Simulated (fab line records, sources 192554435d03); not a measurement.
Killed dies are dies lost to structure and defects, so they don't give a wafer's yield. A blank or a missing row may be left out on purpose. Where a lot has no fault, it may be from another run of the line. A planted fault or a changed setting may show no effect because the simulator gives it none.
Chamber matching + flow n5Finfet + 3 sister chambers for N5_BEOL_M9_CURE_72 on uvCure-02
The step cures SiCOH lowk, time 120 s. 18 wafers are shown with their chamber, then 9 later ones without.

## WAFERS WITH THEIR CHAMBER
| wafer  | chamber | lampPowerPct (%) | wafer_temp_C_max |
|--------|---------|------------------|------------------|
| L075.2 | 1       | 52.24            | 371.7            |
| L075.3 | 1       | 52.35            | 371.2            |
| L075.5 | 1       | 52.35            | 371.9            |
| L079.1 | 2       | 52.24            | 372.0            |
| L079.3 | 2       | 52.31            | 371.2            |
| L079.4 | 2       | 52.28            | 371.2            |
| L083.1 | 0       | 52.23            | 371.1            |
| L083.4 | 0       | 52.28            | 371.3            |
| L083.5 | 0       | 52.27            | 371.5            |
| L080.1 | 0       | 52.30            | 372.0            |
| L080.2 | 0       | 52.29            | 371.4            |
| L080.6 | 0       | 52.33            | 371.1            |
| L080.3 | 0       | 52.31            | 371.4            |
| L080.4 | 0       | 52.27            | 371.4            |
| L080.5 | 0       | 52.38            | 371.0            |
| L084.4 | 0       | 52.33            | 371.8            |
| L084.5 | 0       | 52.31            | 371.3            |
| L084.6 | 0       | 52.33            | 371.5            |

SIGNATURES, as means of the wafers listed above
| reading          | chamber 0 | chamber 1 | chamber 2 | scatter within a chamber |
|------------------|-----------|-----------|-----------|--------------------------|
| lampPowerPct     | 52.3025   | 52.3133   | 52.2767   | 0.0424                   |
| wafer_temp_C_max | 371.400   | 371.600   | 371.467   | 0.325                    |
Rule: for a wafer and a chamber, the distance is found by dividing, reading by reading, the gap between the wafer's reading and the chamber's mean by the reading's scatter, squaring, summing and taking the root. The wafer belongs to the nearest chamber; if the next one is less than 2 further off, it can't be placed. The scatter: take each reading less its chamber's mean, square it, sum over the shown wafers, divide by the number of wafers less the number of chambers, and take the root.

## WAFERS WITHOUT THEIR CHAMBER
| wafer  | lampPowerPct (%) | wafer_temp_C_max |
|--------|------------------|------------------|
| L085.1 | 52.36            | 372.2            |
| L085.2 | 52.35            | 372.4            |
| L085.6 | 52.27            | 372.0            |
| L085.3 | 52.37            | 371.5            |
| L085.4 | 52.39            | 372.0            |
| L085.5 | 52.22            | 371.9            |
| L087.2 | 52.40            | 371.8            |
| L087.3 | 52.33            | 371.5            |
| L087.4 | 52.37            | 371.5            |

## CHAMBER TAKEN BY EACH
| wafer  | from the rows above          | in truth |
|--------|------------------------------|----------|
| L085.1 | can't be placed: 1 or 0 or 2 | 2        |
| L085.2 | can't be placed: 1 or 0 or 2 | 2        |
| L085.6 | can't be placed: 1 or 2 or 0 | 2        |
| L085.3 | can't be placed: 1 or 0 or 2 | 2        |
| L085.4 | can't be placed: 1 or 0 or 2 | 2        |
| L085.5 | can't be placed: 2 or 1 or 0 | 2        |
| L087.2 | can't be placed: 1 or 0 or 2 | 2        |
| L087.3 | can't be placed: 1 or 0 or 2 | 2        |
| L087.4 | can't be placed: 1 or 0 or 2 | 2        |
Placed correctly: 0 of 9. These rows do not allow placing 9 (true chamber among the candidates in 9). 0 placed wrongly.
